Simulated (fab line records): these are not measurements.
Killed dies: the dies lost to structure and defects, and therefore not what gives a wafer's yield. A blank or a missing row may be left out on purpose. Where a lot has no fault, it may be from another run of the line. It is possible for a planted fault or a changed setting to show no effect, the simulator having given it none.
Which tool was responsible?	flow nand_harc	24 lots, 72 wafers sampled, at 6 steps of a route of 1159

## WHAT THE GAUGES READ, wafer by wafer
The record holds no reading of a measuring or inspecting step that can be judged against a usual standard deviation.

## WHAT TOOL EACH LOT RAN ON (gives the tool, then ch and the chambers of the sampled wafers, and finally the start)
lot	NHARC_A_STAIRCASE_ETCH_221	NHARC_A_STAIRCASE_ETCH_253	NHARC_A_STAIRCASE_HM_OPEN_460	NHARC_A_STAIRCASE_DEP_301	NHARC_A_STAIRCASE_ETCHBACK_422	NHARC_A_STAIRCASE_DEP_471
L074	rie_diel-04 ch 0,2,3, day 11 08:26 or earlier	rie_diel-01 ch 2,3, day 11 08:26	rie_diel-02 ch 0,1, day 11 18:06 or earlier	pecvd-02 ch 0,2, day 11 18:06	rie_diel-01 ch 1,3, day 13 16:59	pecvd-01 ch 0,1,2, day 13 17:59
L075	rie_diel-01 ch 0,2, day 11 17:50 or earlier	rie_diel-01 ch 1,2,3, day 11 17:50	rie_diel-04 ch 1,2, day 12 04:28 or earlier	pecvd-03 ch 1,2, day 12 04:28	rie_diel-01 ch 0,1,2, day 14 02:49	pecvd-02 ch 0,1,2, day 14 03:31
L077	rie_diel-02 ch 0,1, day 11 18:08 or earlier	rie_diel-04 ch 1,2,3, day 11 18:08	rie_diel-01 ch 0,3, day 12 05:11 or earlier	pecvd-01 ch 0,1, day 12 05:11	rie_diel-02 ch 0,3, day 14 03:17	pecvd-03 ch 1,2, day 14 03:55
L076	rie_diel-04 ch 0,1,3, day 11 20:20 or earlier	rie_diel-01 ch 0,2, day 11 20:20	rie_diel-04 ch 1,3, day 12 06:59 or earlier	pecvd-02 ch 0,1, day 12 06:59	rie_diel-01 ch 0,1,3, day 14 03:44	pecvd-03 ch 0,2, day 14 04:23
L079	rie_diel-01 ch 0,2,3, day 12 07:41 or earlier	rie_diel-02 ch 0,2,3, day 12 07:41	rie_diel-01 ch 1,3, day 12 15:55 or earlier	pecvd-01 ch 1,2, day 12 15:55	rie_diel-04 ch 1,3, day 14 15:55	pecvd-03 ch 0,2, day 14 16:38
L078	rie_diel-04 ch 0,1, day 12 09:47 or earlier	rie_diel-04 ch 0,2,3, day 12 09:47	rie_diel-04 ch 0,2, day 12 19:40 or earlier	pecvd-02 ch 0,2, day 12 19:40	rie_diel-01 ch 0,1, day 14 22:40	pecvd-01 ch 0,1,2, day 14 23:34
L081	rie_diel-01 ch 0,1,2, day 12 13:13 or earlier	rie_diel-04 ch 0,2,3, day 12 13:13	rie_diel-04 ch 1,2,3, day 12 23:11 or earlier	pecvd-02 ch 0,1,2, day 12 23:11	rie_diel-01 ch 0,1,2, day 14 21:14	pecvd-02 ch 0,1,2, day 14 22:07
L080	rie_diel-01 ch 0,1,2, day 12 14:10 or earlier	rie_diel-02 ch 0,1,3, day 12 14:10	rie_diel-02 ch 0,2, day 13 00:49 or earlier	pecvd-02 ch 0,1,2, day 13 00:49	rie_diel-01 ch 0,1,2, day 14 20:32	pecvd-01 ch 0,1, day 14 21:38
L082	rie_diel-02 ch 1,2,3, day 13 06:22 or earlier	rie_diel-01 ch 0,1,3, day 13 06:22	rie_diel-01 ch 1,2,3, day 13 17:02 or earlier	pecvd-01 ch 0,1,2, day 13 17:02	rie_diel-04 ch 0,1,3, day 15 14:49	pecvd-02 ch 1,2, day 15 16:51
L083	rie_diel-01 ch 0,1, day 13 06:41 or earlier	rie_diel-01 ch 0,1,3, day 13 06:41	rie_diel-04 ch 0,2,3, day 13 18:50 or earlier	pecvd-03 ch 2, day 13 18:50	rie_diel-01 ch 0,2,3, day 15 18:56	pecvd-03 ch 0,2, day 15 20:00
L084	rie_diel-01 ch 1,2,3, day 14 02:58 or earlier	rie_diel-02 ch 1,2,3, day 14 02:58	rie_diel-02 ch 0,2,3, day 14 11:27 or earlier	pecvd-01 ch 0,2, day 14 11:27	rie_diel-01 ch 0,2, day 16 16:15	pecvd-02 ch 0,1,2, day 16 16:57
L085	rie_diel-02 ch 0,2,3, day 14 04:37 or earlier	rie_diel-04 ch 1,2,3, day 14 04:37	rie_diel-02 ch 0,1,3, day 14 13:18 or earlier	pecvd-02 ch 0,1,2, day 14 13:18	rie_diel-02 ch 0,1,2, day 16 16:32	pecvd-03 ch 0,2, day 16 17:11
L088	rie_diel-04 ch 0,1,2, day 14 16:17 or earlier	rie_diel-02 ch 0,1,3, day 14 16:17	rie_diel-01 ch 0,1,2, day 15 00:20 or earlier	pecvd-01 ch 0,1,2, day 15 00:20	rie_diel-02 ch 0,1,2, day 17 01:16	pecvd-03 ch 0,1,2, day 17 01:59
L087	rie_diel-04 ch 0,3, day 14 18:34 or earlier	rie_diel-01 ch 2,3, day 14 18:34	rie_diel-04 ch 0,1, day 15 04:32 or earlier	pecvd-01 ch 0,1, day 15 04:32	rie_diel-01 ch 0,1,2, day 17 03:12	pecvd-01 ch 0,1,2, day 17 04:14
L086	rie_diel-01 ch 0,1,3, day 14 18:28 or earlier	rie_diel-01 ch 0,1,2, day 14 18:28	rie_diel-04 ch 0,2,3, day 15 03:35 or earlier	pecvd-03 ch 0,1,2, day 15 03:35	rie_diel-04 ch 1,2,3, day 17 01:28	pecvd-02 ch 1,2, day 17 02:08
L089	rie_diel-01 ch 1,2,3, day 15 03:34 or earlier	rie_diel-04 ch 0,1,2, day 15 03:34	rie_diel-04 ch 0,1,2, day 15 13:41 or earlier	pecvd-02 ch 0,1,2, day 15 13:41	rie_diel-02 ch 0,1,3, day 17 12:35	pecvd-02 ch 0,1, day 17 13:13
L090	rie_diel-04 ch 1,2, day 15 05:44 or earlier	rie_diel-04 ch 0,3, day 15 05:44	rie_diel-01 ch 0,2, day 15 19:42 or earlier	pecvd-03 ch 0,1,2, day 15 19:42	rie_diel-01 ch 0,1,3, day 17 13:03	pecvd-03 ch 0,1,2, day 17 13:43
L092	rie_diel-01 ch 0,1, day 15 09:31 or earlier	rie_diel-04 ch 2,3, day 15 09:31	rie_diel-04 ch 0,1, day 16 01:10 or earlier	pecvd-02 ch 1,2, day 16 01:10	rie_diel-02 ch 0,1,3, day 18 05:30	pecvd-01 ch 0,2, day 18 06:13
L091	rie_diel-02 ch 0,1,3, day 15 10:17 or earlier	rie_diel-04 ch 0,2,3, day 15 10:17	rie_diel-01 ch 0,1,2, day 16 03:01 or earlier	pecvd-03 ch 1,2, day 16 03:01	rie_diel-02 ch 0,1,2, day 18 05:14	pecvd-03 ch 0,2, day 18 05:55
L094	rie_diel-02 ch 0,1,2, day 15 19:12 or earlier	rie_diel-01 ch 0,2,3, day 15 19:12	rie_diel-02 ch 0,1,2, day 16 07:37 or earlier	pecvd-02 ch 1,2, day 16 07:37	rie_diel-04 ch 0,2,3, day 18 09:30	pecvd-03 ch 0,2, day 18 10:07
L093	rie_diel-04 ch 0,2,3, day 15 21:14 or earlier	rie_diel-04 ch 1,2,3, day 15 21:14	rie_diel-04 ch 0,2, day 16 09:17 or earlier	pecvd-03 ch 0,1,2, day 16 09:17	rie_diel-02 ch 2,3, day 18 09:22	pecvd-02 ch 1,2, day 18 10:04
L095	rie_diel-04 ch 0,1, day 16 13:34 or earlier	rie_diel-02 ch 1,2,3, day 16 13:34	rie_diel-02 ch 1,2,3, day 16 21:55 or earlier	pecvd-03 ch 1,2, day 16 21:55	rie_diel-04 ch 0,2,3, day 19 00:55	pecvd-03 ch 0,1, day 19 01:33
L097	rie_diel-02 ch 1,3, day 16 17:14 or earlier	rie_diel-04 ch 0,1,2, day 16 17:14	rie_diel-01 ch 0,2, day 16 21:22	pecvd-03 ch 1,2, day 17 06:03	rie_diel-04 ch 0,3, day 19 08:40	pecvd-02 ch 0,1, day 19 09:26
L096	rie_diel-01 ch 0,2, day 17 06:12 or earlier	rie_diel-02 ch 0,1,3, day 17 06:12	rie_diel-04 ch 0,1,3, day 17 14:43 or earlier	pecvd-02 ch 1,2, day 17 14:43	rie_diel-04 ch 1,3, day 19 14:33	pecvd-02 ch 0,2, day 19 15:19
- NHARC_A_STAIRCASE_ETCH_221: etches the open film in C4F8/O2, target depth 100 nm, time 40.5 s.
- NHARC_A_STAIRCASE_ETCH_253: etches the open film in C4F8/O2, target depth 50 nm, time 20.2 s.
- NHARC_A_STAIRCASE_HM_OPEN_460: chemistry O2/COS.
- NHARC_A_STAIRCASE_DEP_301: deposits SiON, target thk 30 nm.
- NHARC_A_STAIRCASE_ETCHBACK_422: etches the open film in CH3F/O2, target depth 40 nm, time 74.286 s.
- NHARC_A_STAIRCASE_DEP_471: deposits SiO2, target thk 100 nm.

## AS READ BY THE TOOLS THEMSELVES (means over the sampled wafers that have a number; for cases with no such wafer, the mark the record gives instead)
NHARC_A_STAIRCASE_ETCH_221. Usual: oes_product_au 0.942 a.u., standard deviation 0.015; rf_vpp_V 894 V, standard deviation 4.8.
lot	tool	oes_product_au (a.u.)	rf_vpp_V (V)	flag
L074	rie_diel-04	0.928	894	
L075	rie_diel-01	0.937	890	
L077	rie_diel-02	0.957	897	
L076	rie_diel-04	0.955	894	
L079	rie_diel-01	0.946	892	
L078	rie_diel-04	0.927	897	
L081	rie_diel-01	0.939	889	
L080	rie_diel-01	0.935	889	
L082	rie_diel-02	0.965	894	
L083	rie_diel-01	0.965	887	
L084	rie_diel-01	0.944	892	
L085	rie_diel-02	0.943	892	
L088	rie_diel-04	0.928	896	
L087	rie_diel-04	0.930	894	
L086	rie_diel-01	0.941	897	
L089	rie_diel-01	0.927	898	
L090	rie_diel-04	0.932	895	
L092	rie_diel-01	0.944	893	
L091	rie_diel-02	0.948	896	
L094	rie_diel-02	0.947	899	
L093	rie_diel-04	0.955	894	
L095	rie_diel-04	0.929	896	
L097	rie_diel-02	0.955	897	
L096	rie_diel-01	0.932	891	

NHARC_A_STAIRCASE_ETCH_253. Usual: oes_product_au 0.961 a.u., standard deviation 0.016; rf_vpp_V 894 V, standard deviation 4.6.
lot	tool	oes_product_au (a.u.)	rf_vpp_V (V)	flag
L074	rie_diel-01	0.945	895	
L075	rie_diel-01	0.960	893	
L077	rie_diel-04	0.961	894	
L076	rie_diel-01	0.961	890	
L079	rie_diel-02	0.971	892	
L078	rie_diel-04	0.988	894	
L081	rie_diel-04	0.975	894	
L080	rie_diel-02	0.975	897	
L082	rie_diel-01	0.976	891	
L083	rie_diel-01	0.980	889	
L084	rie_diel-02	0.938	894	
L085	rie_diel-04	0.962	894	
L088	rie_diel-02	0.950	896	
L087	rie_diel-01	0.945	895	
L086	rie_diel-01	0.949	896	
L089	rie_diel-04	0.960	895	
L090	rie_diel-04	0.949	892	
L092	rie_diel-04	0.966	891	
L091	rie_diel-04	0.957	893	
L094	rie_diel-01	0.952	893	
L093	rie_diel-04	0.970	894	
L095	rie_diel-02	0.964	899	
L097	rie_diel-04	0.961	894	
L096	rie_diel-02	0.939	896	

NHARC_A_STAIRCASE_HM_OPEN_460. Usual: drypump_motor_current_A 5.5 A, standard deviation 0.42; mfc_ar_sccm 0.015 sccm, standard deviation 0.013; oes_product_au 1.004 a.u., standard deviation 0.0099; rf_vpp_V 466.4 V, standard deviation 2.6; showerhead_plenum_p_Torr 3.08 Torr, standard deviation 0.11; throttle_valve_pct 28.331 %, standard deviation 0.008.
lot	tool	drypump_motor_current_A (A)	mfc_ar_sccm (sccm)	oes_product_au (a.u.)	rf_vpp_V (V)	showerhead_plenum_p_Torr (Torr)	throttle_valve_pct (%)	flag
L074	rie_diel-02	5.7	0.010	1.015	467.2	3.15	28.328	
L075	rie_diel-04	5.2	0.028	1.005	468.0	3.12	28.328	
L077	rie_diel-01	5.7	0.008	1.006	464.7	3.01	28.333	
L076	rie_diel-04	5.0	0.022	1.010	467.4	3.08	28.324	
L079	rie_diel-01	5.0	0.014	0.998	464.1	2.99	28.339	
L078	rie_diel-04	5.7	0.018	0.994	467.0	3.11	28.336	
L081	rie_diel-04	5.4	0.017	1.014	466.4	3.07	28.325	
L080	rie_diel-02	5.7	0.023	1.000	464.8	3.02	28.335	
L082	rie_diel-01	5.5	0.011	0.999	465.2	3.03	28.336	
L083	rie_diel-04	5.6	0.012	0.999	465.2	3.06	28.332	
L084	rie_diel-02	5.5	0.027	1.010	465.5	3.03	28.328	
L085	rie_diel-02	5.6	0.023	1.000	467.6	3.12	28.331	
L088	rie_diel-01	5.6	0.003	0.997	467.3	3.10	28.329	
L087	rie_diel-04	5.4	0.024	1.004	467.8	3.11	28.332	
L086	rie_diel-04	5.6	0.012	0.998	465.5	3.06	28.328	
L089	rie_diel-04	5.5	0.023	1.006	467.3	3.10	28.329	
L090	rie_diel-01	6.0	0.000	0.998	463.6	2.95	28.336	
L092	rie_diel-04	5.2	0.028	1.011	465.8	3.11	28.329	
L091	rie_diel-01	5.6	0.003	0.994	466.6	3.10	28.336	
L094	rie_diel-02	5.6	0.013	1.016	468.5	3.20	28.338	
L093	rie_diel-04	5.7	0.018	0.999	466.7	3.09	28.334	
L095	rie_diel-02	5.4	0.017	1.013	469.6	3.21	28.328	
L097	rie_diel-01	6.0	0.000	1.004	463.8	2.95	28.331	
L096	rie_diel-04	5.3	0.017	1.003	466.1	3.05	28.333	

NHARC_A_STAIRCASE_DEP_301. Usual: heater_power_w 663 W, standard deviation 63.
lot	tool	heater_power_w (W)	flag
L074	pecvd-02	639	
L075	pecvd-03	721	
L077	pecvd-01	727	
L076	pecvd-02	628	
L079	pecvd-01	734	
L078	pecvd-02	654	
L081	pecvd-02	687	
L080	pecvd-02	667	
L082	pecvd-01	722	
L083	pecvd-03	607	
L084	pecvd-01	686	
L085	pecvd-02	655	
L088	pecvd-01	747	
L087	pecvd-01	705	
L086	pecvd-03	637	
L089	pecvd-02	666	
L090	pecvd-03	635	
L092	pecvd-02	675	
L091	pecvd-03	625	
L094	pecvd-02	624	
L093	pecvd-03	605	
L095	pecvd-03	579	
L097	pecvd-03	652	
L096	pecvd-02	645	

NHARC_A_STAIRCASE_ETCHBACK_422. Usual: drypump_motor_current_A 5.5 A, standard deviation 0.44; mfc_ar_sccm 200.1 sccm, standard deviation 0.67; oes_product_au 0.97 a.u., standard deviation 0.038; rf_vpp_V 244.1 V, standard deviation 1.7; showerhead_plenum_p_Torr 2.44 Torr, standard deviation 0.11; throttle_valve_pct 20.663 %, standard deviation 0.0092.
lot	tool	drypump_motor_current_A (A)	mfc_ar_sccm (sccm)	oes_product_au (a.u.)	rf_vpp_V (V)	showerhead_plenum_p_Torr (Torr)	throttle_valve_pct (%)	flag
L074	rie_diel-01	5.2	200.1	0.99	244.2	2.41	20.663	
L075	rie_diel-01	5.6	200.9	0.93	241.7	2.32	20.666	
L077	rie_diel-02	5.6	199.6	0.93	244.5	2.45	20.660	
L076	rie_diel-01	5.4	200.0	0.93	243.2	2.35	20.663	
L079	rie_diel-04	5.2	200.3	0.99	243.7	2.39	20.668	
L078	rie_diel-01	5.5	199.5	1.00	243.0	2.41	20.662	
L081	rie_diel-01	5.6	200.4	0.99	243.8	2.44	20.662	
L080	rie_diel-01	5.6	200.1	1.01	243.7	2.44	20.674	
L082	rie_diel-04	5.3	199.8	0.93	244.0	2.41	20.665	
L083	rie_diel-01	5.8	200.1	1.00	243.0	2.38	20.657	
L084	rie_diel-01	6.0	200.0	0.92	243.1	2.32	20.666	
L085	rie_diel-02	5.6	200.6	1.02	244.8	2.52	20.663	
L088	rie_diel-02	5.6	199.7	1.02	245.3	2.52	20.663	
L087	rie_diel-01	5.6	200.5	0.97	244.6	2.44	20.659	
L086	rie_diel-04	5.3	200.4	0.92	243.1	2.40	20.663	
L089	rie_diel-02	5.6	200.5	1.01	244.8	2.45	20.659	
L090	rie_diel-01	5.4	200.1	0.97	244.9	2.47	20.662	
L092	rie_diel-02	5.6	199.5	1.02	245.7	2.45	20.662	
L091	rie_diel-02	5.6	199.9	0.94	244.6	2.51	20.660	
L094	rie_diel-04	5.5	200.3	1.01	244.1	2.39	20.682	
L093	rie_diel-02	5.3	200.3	0.93	246.2	2.58	20.656	
L095	rie_diel-04	5.5	199.4	0.93	243.6	2.39	20.671	
L097	rie_diel-04	5.4	200.4	0.93	242.7	2.36	20.665	
L096	rie_diel-04	5.0	200.0	0.94	244.2	2.40	20.660	

NHARC_A_STAIRCASE_DEP_471. Usual: heater_power_w 465 W, standard deviation 64; throttle_valve_pct 16.1 %, standard deviation 0.72.
lot	tool	heater_power_w (W)	throttle_valve_pct (%)	flag
L074	pecvd-01	539	15.3	
L075	pecvd-02	483	16.0	
L077	pecvd-03	454	16.7	
L076	pecvd-03	444	16.3	
L079	pecvd-03	374	15.9	
L078	pecvd-01	540	15.3	
L081	pecvd-02	486	16.0	
L080	pecvd-01	551	14.7	
L082	pecvd-02	431	15.5	
L083	pecvd-03	415	16.1	
L084	pecvd-02	449	16.1	
L085	pecvd-03	440	16.2	
L088	pecvd-03	428	16.3	
L087	pecvd-01	522	15.3	
L086	pecvd-02	439	15.7	
L089	pecvd-02	491	16.5	
L090	pecvd-03	462	16.6	
L092	pecvd-01	505	15.1	
L091	pecvd-03	460	16.3	
L094	pecvd-03	396	16.4	
L093	pecvd-02	490	15.8	
L095	pecvd-03	498	16.7	
L097	pecvd-02	450	16.6	
L096	pecvd-02	424	16.2	

## THE ANSWER, worked out from the rows above alone
Rule: take the mean of a lot's wafers that have a number; if it is more than 3 standard deviations from the usual mean, the lot is off. Also off: a lot with no number at a reading for which 4 or more lots have one. All remaining lots with rows at the step are treated as sound. First the gauges in route order, then the tools' own readings, where a lot's mean is used as printed above. The first step at which some lot is off is used, and at that step the reading that is off furthest; a lot without a number counts as furthest.
None of the lots is off at any reading shown; this tells nothing.

## WHAT THE SIMULATOR PUT IN
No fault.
